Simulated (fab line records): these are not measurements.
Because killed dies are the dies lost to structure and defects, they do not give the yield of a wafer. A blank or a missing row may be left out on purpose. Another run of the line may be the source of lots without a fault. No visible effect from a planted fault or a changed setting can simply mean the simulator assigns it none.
Chamber matching -- flow n5Finfet -- N5_BEOL_M5_DEP_56 on pecvd-01 has 3 sister chambers
The step deposits SiCN from 3MS/NH3, target thk 8 nm, time 14 s. 22 wafers are shown with their chamber, then 11 later ones without.

EACH WAFER AND ITS CHAMBER
wafer,chamber,throttleValvePct (%),showerheadPlenumPTorr (Torr),chamberPressureTorr (Torr)
L074.1,2,8.2,3.649,2.992
L074.4,0,8.8,3.659,2.998
L074.6,1,10.0,3.655,3.001
L075.1,0,9.1,3.662,2.999
L075.2,1,9.7,3.660,2.998
L075.4,2,8.1,3.658,3.007
L077.2,1,9.9,3.661,2.995
L077.3,2,8.2,3.659,3.002
L077.4,0,9.0,3.663,3.006
L076.1,2,8.2,3.645,3.005
L076.3,0,8.9,3.661,2.999
L076.5,1,9.7,3.651,2.990
L081.1,0,9.2,3.654,2.994
L081.5,0,9.7,3.674,2.999
L081.6,1,9.6,3.659,3.002
L082.1,1,9.8,3.656,3.000
L082.4,1,9.8,3.654,3.005
L082.6,0,9.0,3.662,3.002
L084.1,0,9.0,3.655,3.007
L084.2,1,10.0,3.647,3.003
L084.3,0,9.0,3.652,2.997
L087.1,0,9.2,3.658,3.003

SIGNATURES (averages over the wafers above)
reading,chamber 0,chamber 1,chamber 2,scatter within a chamber
throttleValvePct,9.090,9.812,8.175,0.193
showerheadPlenumPTorr,3.66000,3.65537,3.65275,0.00582
chamberPressureTorr,3.00040,2.99925,3.00150,0.00484
Rule: a wafer's distance from a chamber is the root of the sum, over the readings, of the square of ((its reading less the chamber's mean) divided by the reading's scatter). The wafer belongs to the nearest chamber; if the next one is less than 2 further off, it can't be placed. The scatter is the square root of a quotient: the sum, over the shown wafers, of each reading's squared deviation from its chamber's mean, divided by wafers minus chambers.

WAFERS WITHOUT THEIR CHAMBER
wafer,throttleValvePct (%),showerheadPlenumPTorr (Torr),chamberPressureTorr (Torr)
L087.2,8.3,3.663,3.000
L087.5,10.3,3.659,3.003
L089.1,10.0,3.654,2.993
L089.3,8.3,3.657,2.994
L089.4,9.7,3.655,3.002
L093.1,8.1,3.658,2.991
L093.3,9.9,3.651,2.990
L093.4,8.0,3.655,2.994
L097.2,10.0,3.653,2.998
L097.4,10.0,3.659,2.996
L097.5,9.1,3.654,3.002

WHICH CHAMBER EACH ONE RAN IN
wafer,from the rows above,in truth
L087.2,2,2
L087.5,1,1
L089.1,1,1
L089.3,2,2
L089.4,1,1
L093.1,2,2
L093.3,1,1
L093.4,2,2
L097.2,1,1
L097.4,1,1
L097.5,0,0
Placed correctly: 11 of 11. Not placeable from these rows: 0. Placed wrongly: 0.
